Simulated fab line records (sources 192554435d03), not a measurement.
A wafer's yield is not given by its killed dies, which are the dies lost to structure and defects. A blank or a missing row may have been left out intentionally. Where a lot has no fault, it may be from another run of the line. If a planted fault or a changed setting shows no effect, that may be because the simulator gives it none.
What tool caused it? -- flow n5 finfet -- 24 lots with 72 wafers sampled at 6 steps, on a route of 1938 steps

== WHAT THE GAUGES READ, wafer by wafer ==
N5_BEOL_M1_INSPECT_59: inspects for defects (darkfield).
lot,measured,on,raw defect count
L074,day 7 20:29,defect inspect-01,53 58 40
L075,day 7 23:24,defect inspect-01,64 74 88
L076,day 8 01:39,defect inspect-02,52 37 50
L077,day 8 01:53,defect inspect-01,61 90 52
L079,day 8 03:34,defect inspect-02,105 52 113
L080,day 8 07:10,defect inspect-02,52 72 57
L078,day 8 07:55,defect inspect-01,82 79 51
L081,day 8 10:02,defect inspect-02,47 38 59
L082,day 8 12:00,defect inspect-02,48 62 77
L084,day 8 18:57,defect inspect-01,55 59 96
L083,day 8 22:40,defect inspect-02,40 62 80
L085,day 9 08:01,defect inspect-01,84 91 121
L086,day 9 16:55,defect inspect-01,88 82 91
L087,day 10 08:40,defect inspect-01,94 114 87
L088,day 10 19:24,defect inspect-01,95 79 55
L089,day 11 00:34,defect inspect-01,56 54 46
L090,day 11 00:50,defect inspect-02,40 40 63
L091,day 11 01:55,defect inspect-01,61 60 109
L092,day 11 03:04,defect inspect-01,67 95 116
L093,day 11 06:08,defect inspect-01,39 60 42
L094,day 11 12:25,defect inspect-02,87 49 39
L095,day 11 17:47,defect inspect-01,64 56 82
L096,day 12 04:23,defect inspect-02,67 91 103
L097,day 12 10:46,defect inspect-01,87 65 72

N5_BEOL_M2_THK_MEAS_01.
lot,measured,on,M2_ILD_THK (nm)
L074,day 7 20:35,film metro-01,78.0 79.5 79.6
L075,day 7 23:31,film metro-01,78.7 79.5 79.8
L076,day 8 01:45,film metro-02,78.9 78.7 79.9
L077,day 8 02:01,film metro-02,76.9 79.7 78.3
L079,day 8 03:40,film metro-02,78.2 78.1 79.6
L080,day 8 07:17,film metro-01,78.3 79.7 79.0
L078,day 8 08:01,film metro-02,77.6 79.0 78.0
L081,day 8 10:08,film metro-01,78.0 76.0 78.8
L082,day 8 12:07,film metro-01,77.6 79.3 79.6
L084,day 8 19:03,film metro-02,78.9 79.3 79.6
L083,day 8 22:47,film metro-01,76.9 77.9 79.8
L085,day 9 08:07,film metro-02,77.6 77.5 80.1
L086,day 9 17:01,film metro-01,78.0 77.3 78.0
L087,day 10 08:46,film metro-02,77.9 79.8 78.7
L088,day 10 19:31,film metro-01,79.6 78.7 79.0
L089,day 11 00:40,film metro-01,78.2 78.8 79.2
L090,day 11 00:58,film metro-02,79.5 80.0 80.4
L091,day 11 02:02,film metro-02,78.0 79.1 79.2
L092,day 11 03:10,film metro-02,77.6 80.9 78.7
L093,day 11 06:16,film metro-02,79.5 81.4 81.2
L094,day 11 12:31,film metro-01,78.4 79.1 79.4
L095,day 11 17:53,film metro-02,80.1 79.0 80.9
L096,day 12 04:29,film metro-01,78.5 75.8 78.5
L097,day 12 10:52,film metro-02,76.9 76.2 78.2

N5_BEOL_M2_OVL_MEAS_12.
lot,measured,on,M2_OVL (nm)
L074,day 7 22:13,overlay-01,-0.7 0.2 0.5
L075,day 8 01:16,overlay-02,-0.4 0.2 0.0
L076,day 8 02:44,overlay-02,0.0 -0.5 0.0
L077,day 8 02:58,overlay-02,-0.8 -0.7 -0.5
L079,day 8 05:40,overlay-02,-0.6 0.2 -0.1
L080,day 8 08:46,overlay-02,0.9 0.2 1.3
L078,day 8 08:56,overlay-02,0.4 -1.0 0.1
L081,day 8 11:55,overlay-01,0.7 1.2 0.6
L082,day 8 12:50,overlay-02,-0.3 0.1 -0.3
L084,day 8 21:43,overlay-01,0.3 -0.7 -0.4
L083,day 9 01:01,overlay-02,-1.1 -0.8 -0.8
L085,day 9 08:50,overlay-02,-0.5 -0.8 -0.9
L086,day 9 19:46,overlay-01,1.1 -0.4 0.0
L087,day 10 09:39,overlay-02,0.4 0.3 0.1
L088,day 10 20:52,overlay-02,-0.2 0.3 -0.6
L089,day 11 01:23,overlay-02,0.6 0.2 0.2
L090,day 11 01:37,overlay-01,0.6 1.3 1.1
L091,day 11 02:43,overlay-01,-0.1 0.6 0.4
L092,day 11 05:07,overlay-02,0.0 -0.3 -0.4
L093,day 11 07:48,overlay-01,-0.3 -0.6 -0.3
L094,day 11 13:43,overlay-01,-0.1 0.5 0.0
L095,day 11 19:23,overlay-01,-0.1 1.2 0.5
L096,day 12 05:11,overlay-01,-0.7 -0.9 0.1
L097,day 12 12:04,overlay-01,0.6 1.3 1.1

N5_BEOL_M2_OCD_MEAS_38.
lot,measured,on,trench depth nm (nm)
L074,day 8 02:04,ocd-02,55.3 55.3 53.8
L075,day 8 08:02,ocd-01,55.1 53.9 55.6
L076,day 8 08:03,ocd-02,55.1 56.0 55.8
L077,day 8 09:12,ocd-01,57.1 55.8 55.2
L079,day 8 11:16,ocd-01,55.3 54.4 55.5
L080,day 8 11:48,ocd-02,57.1 56.8 54.5
L078,day 8 14:50,ocd-01,55.0 53.7 56.0
L081,day 8 17:53,ocd-01,54.8 55.9 55.5
L082,day 8 21:07,ocd-02,54.0 53.8 54.0
L084,day 9 07:59,ocd-02,55.7 56.1 56.4
L083,day 9 08:16,ocd-02,52.8 55.6 55.6
L085,day 9 13:53,ocd-02,55.9 54.5 54.2
L086,day 10 01:03,ocd-01,53.7 54.1 54.7
L087,day 11 01:46,ocd-02,57.5 55.8 56.8
L088,day 11 02:08,ocd-02,57.1 55.1 55.4
L089,day 11 07:16,ocd-01,55.2 54.1 54.9
L090,day 11 07:17,ocd-02,57.0 56.4 56.6
L091,day 12 00:29,ocd-01,54.4 56.5 55.7
L092,day 12 03:50,ocd-02,55.3 53.9 57.3
L093,day 12 04:04,ocd-01,56.9 57.5 57.2
L094,day 12 04:16,ocd-02,56.8 55.4 54.3
L095,day 12 10:32,ocd-02,54.2 55.2 56.0
L096,day 12 15:24,ocd-02,55.0 55.4 56.1
L097,day 12 14:54,ocd-01,56.6 55.6 54.9

N5_BEOL_M2_CD_MEAS_35: target cd 18 nm, target cd y 22.2 nm.
lot,measured,on,cd nm (nm)
L074,day 8 02:14,cd sem-01,18.3 17.8 17.9
L075,day 8 08:11,cd sem-02,17.9 18.5 18.7
L076,day 8 08:17,cd sem-01,17.6 18.8 17.8
L077,day 8 09:27,cd sem-02,18.2 18.6 18.0
L079,day 8 11:25,cd sem-01,17.9 18.1 18.3
L080,day 8 11:58,cd sem-01,17.4 17.7 18.0
L078,day 8 14:59,cd sem-01,18.6 18.1 17.7
L081,day 8 18:02,cd sem-01,18.0 18.5 17.6
L082,day 8 21:16,cd sem-03,18.2 17.6 18.4
L084,day 9 08:08,cd sem-02,18.7 18.6 17.6
L083,day 9 08:25,cd sem-02,17.9 17.5 17.3
L085,day 9 14:02,cd sem-03,17.9 17.8 18.3
L086,day 10 01:12,cd sem-02,18.5 18.1 17.3
L087,day 11 01:55,cd sem-01,17.7 17.6 17.7
L088,day 11 02:23,cd sem-02,17.4 17.6 17.6
L089,day 11 07:25,cd sem-03,17.1 17.9 17.5
L090,day 11 07:26,cd sem-01,17.4 18.0 17.9
L091,day 12 00:38,cd sem-02,17.8 18.1 17.3
L092,day 12 03:59,cd sem-01,17.8 18.0 17.9
L093,day 12 04:13,cd sem-01,17.9 18.3 18.1
L094,day 12 04:26,cd sem-01,18.1 18.0 18.3
L095,day 12 10:41,cd sem-03,18.5 17.7 17.8
L096,day 12 15:33,cd sem-02,17.4 17.7 17.8
L097,day 12 15:03,cd sem-01,17.6 17.3 17.5

== WHAT TOOL EACH LOT RAN ON (gives the tool, then ch and the chambers of the sampled wafers, and finally the start) ==
lot,N5_BEOL_M2_ETCHBACK_99
L074,"rie diel-01 ch 0,2, day 8 01:40"
L075,"rie diel-01 ch 0,2, day 8 07:38"
L076,"rie diel-03 ch 0,3, day 8 07:38"
L077,"rie diel-03 ch 0,1, day 8 08:48"
L079,"rie diel-03 ch 0,3, day 8 10:52"
L080,"rie diel-03 ch 1,3, day 8 11:25"
L078,"rie diel-06 ch 0,1,3, day 8 14:27"
L081,"rie diel-01 ch 0,1, day 8 17:29"
L082,"rie diel-01 ch 1,2, day 8 20:44"
L084,"rie diel-01 ch 0,3, day 9 07:35"
L083,"rie diel-06 ch 0,1,3, day 9 07:52"
L085,"rie diel-01 ch 1,2, day 9 13:29"
L086,"rie diel-01 ch 1,2, day 10 00:39"
L087,"rie diel-06 ch 0,2, day 11 01:22"
L088,"rie diel-06 ch 0,1,2, day 11 01:44"
L089,"rie diel-01 ch 1,2,3, day 11 06:52"
L090,"rie diel-06 ch 1,2, day 11 06:53"
L091,"rie diel-03 ch 1,3, day 12 00:06"
L092,"rie diel-01 ch 0,1,2, day 12 03:26"
L093,"rie diel-06 ch 1,2,3, day 12 03:40"
L094,"rie diel-01 ch 0,2,3, day 12 03:52"
L095,"rie diel-01 ch 1,2, day 12 10:08"
L096,"rie diel-01 ch 1,2,3, day 12 14:59"
L097,"rie diel-01 ch 0,1,3, day 12 14:30"
- N5_BEOL_M2_ETCHBACK_99: etches SiO2 in CHF3, target depth 5 nm, time 10.4 s.

== AS READ BY THE TOOLS THEMSELVES (means over the sampled wafers that have a number; for cases with no such wafer, the mark the record gives instead) ==
N5_BEOL_M2_ETCHBACK_99.
lot,tool,bias w (W),drypump motor current A (A),oes_f_703_au (a.u.),oes product au (a.u.),rf vpp V (V),showerhead plenum p Torr (Torr),throttle valve pct (%)
L074,rie diel-01,46.98,5.1,0.76,0.75,242,2.13,17.37
L075,rie diel-01,46.90,5.2,0.76,0.75,242,2.13,17.37
L076,rie diel-03,46.88,5.4,0.74,0.73,241,2.10,17.14
L077,rie diel-03,47.01,5.4,0.79,0.79,243,2.10,16.90
L079,rie diel-03,46.95,5.4,0.74,0.73,240,2.10,17.15
L080,rie diel-03,47.03,5.8,0.87,0.87,238,2.18,16.74
L078,rie diel-06,46.91,5.8,0.72,0.71,241,2.11,17.17
L081,rie diel-01,47.04,5.4,0.79,0.77,240,2.13,17.31
L082,rie diel-01,46.87,5.9,0.89,0.90,239,2.11,16.98
L084,rie diel-01,47.26,5.7,0.79,0.77,239,2.11,16.97
L083,rie diel-06,47.06,5.8,0.72,0.71,240,2.11,17.17
L085,rie diel-01,47.13,6.0,0.88,0.87,238,2.10,16.98
L086,rie diel-01,47.10,6.1,0.91,0.90,237,2.11,16.91
L087,rie diel-06,47.02,5.2,0.83,0.84,246,2.14,17.08
L088,rie diel-06,47.01,5.5,0.78,0.78,245,2.12,17.10
L089,rie diel-01,46.92,6.1,0.85,0.84,238,2.09,16.89
L090,rie diel-06,47.00,5.4,0.76,0.75,246,2.13,17.25
L091,rie diel-03,47.05,5.8,0.85,0.84,238,2.17,16.78
L092,rie diel-01,46.94,5.6,0.89,0.89,240,2.11,17.06
L093,rie diel-06,46.90,5.5,0.84,0.85,245,2.13,17.15
L094,rie diel-01,46.88,5.6,0.86,0.87,240,2.10,17.01
L095,rie diel-01,46.95,6.0,0.84,0.84,239,2.10,17.03
L096,rie diel-01,47.00,6.1,0.84,0.84,237,2.09,16.92
L097,rie diel-01,46.78,5.8,0.88,0.87,238,2.10,16.94

== THE ANSWER, worked out from the rows above alone ==
Rule: the lots themselves supply what counts as usual. The widest of any qualifying gaps counts: lots, ordered by their means at a reading, are off when they make up no more than a third of the lots, leave a main group of 4 or more, and stand apart from it by 3 or more times the standard deviation of that group's means. Not used: any main group whose means are identical at the precision the tables above print for the reading. A lot without any number at a reading at which 4 lots or more have one is off too. The other lots that the step has rows for count as sound. Order of review: gauges by route order, followed by the tools' own readings, for which a lot's mean as printed above is used. The first step at which some lot is off is used, and at that step the reading that is off furthest; a lot without a number counts as furthest.
No lot is off at any reading shown: from this, nothing can be told.

== WHAT THE SIMULATOR HAD INSERTED ==
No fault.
